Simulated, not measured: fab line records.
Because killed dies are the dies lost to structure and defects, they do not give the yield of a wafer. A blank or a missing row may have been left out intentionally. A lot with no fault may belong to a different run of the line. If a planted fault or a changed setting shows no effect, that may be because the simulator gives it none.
Matching of chambers | flow nand_harc | NHARC_P_CONTACT_ETCH_35 on rie_diel-12 has 4 sister chambers
The step etches the open film in CF4, target depth 39 nm, time 65 s. 20 wafers are shown with their chamber, then 10 later ones without.

## WAFERS PAIRED WITH THEIR CHAMBERS
wafer  | chamber | oes_product_au (a.u.) | rf_vpp_V (V) | throttle_valve_pct (%)
L077.2 | 1       | 0.985                 | 151.6        | 13.295
L077.5 | 0       | 1.008                 | 152.2        | 13.283
L077.6 | 2       | 0.990                 | 151.6        | 13.282
L078.1 | 1       | 0.991                 | 152.5        | 13.286
L078.3 | 0       | 1.010                 | 152.8        | 13.274
L078.5 | 0       | 1.006                 | 151.4        | 13.301
L079.3 | 3       | 1.006                 | 149.9        | 13.280
L079.5 | 3       | 1.020                 | 150.8        | 13.284
L079.6 | 2       | 0.993                 | 152.2        | 13.282
L081.1 | 2       | 0.985                 | 151.9        | 13.267
L081.2 | 3       | 1.007                 | 151.3        | 13.291
L081.3 | 1       | 0.991                 | 152.4        | 13.285
L083.1 | 3       | 1.001                 | 149.6        | 13.285
L083.4 | 0       | 1.003                 | 150.9        | 13.281
L083.6 | 3       | 1.013                 | 150.7        | 13.282
L084.2 | 2       | 0.992                 | 151.6        | 13.282
L084.3 | 1       | 0.989                 | 153.1        | 13.286
L084.6 | 1       | 1.001                 | 153.1        | 13.298
L087.2 | 2       | 0.990                 | 152.8        | 13.253
L087.4 | 0       | 0.999                 | 153.1        | 13.292

SIGNATURES, as means of the wafers listed above
reading            | chamber 0 | chamber 1 | chamber 2 | chamber 3 | scatter within a chamber
oes_product_au     | 1.00520   | 0.99140   | 0.99000   | 1.00940   | 0.00539
rf_vpp_V           | 152.080   | 152.540   | 152.020   | 150.460   | 0.703
throttle_valve_pct | 13.28620  | 13.29000  | 13.27320  | 13.28440  | 0.00913
Rule: a wafer lies at a distance from a chamber equal to the root of the sum of squares, over the readings, of (its reading less the chamber's mean, divided by the reading's scatter). The wafer belongs to the nearest chamber; if the next one is less than 2 further off, it can't be placed. How the scatter is found: for the shown wafers, subtract from each reading the mean of its chamber, square and add these, divide the total by (wafers less chambers), then take the root.

## WAFERS WHOSE CHAMBER IS MISSING
wafer  | oes_product_au (a.u.) | rf_vpp_V (V) | throttle_valve_pct (%)
L087.5 | 1.004                 | 153.4        | 13.296
L094.1 | 1.013                 | 151.3        | 13.280
L094.4 | 1.009                 | 152.8        | 13.294
L094.5 | 1.018                 | 153.3        | 13.292
L096.1 | 0.994                 | 151.7        | 13.278
L096.5 | 0.987                 | 150.6        | 13.273
L096.6 | 0.999                 | 151.6        | 13.289
L097.1 | 1.002                 | 153.1        | 13.272
L097.4 | 1.012                 | 153.4        | 13.287
L097.5 | 1.004                 | 151.8        | 13.276

## CHAMBER TAKEN BY EACH
wafer  | from the rows above               | in truth
L087.5 | can't be placed: 0 or 1 or 2      | 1
L094.1 | can't be placed: 3 or 0           | 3
L094.4 | can't be placed: 0 or 1 or 3      | 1
L094.5 | can't be placed: 0 or 3           | 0
L096.1 | can't be placed: 2 or 1 or 0      | 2
L096.5 | can't be placed: 2 or 1           | 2
L096.6 | can't be placed: 0 or 1 or 2 or 3 | 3
L097.1 | can't be placed: 0 or 2 or 1      | 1
L097.4 | can't be placed: 0 or 1 or 3      | 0
L097.5 | can't be placed: 0 or 3 or 2 or 1 | 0
Correctly placed: 0 of 10. From these rows, 10 cannot be placed; in 10 the true chamber is one of the candidates. Placed wrongly: 0.
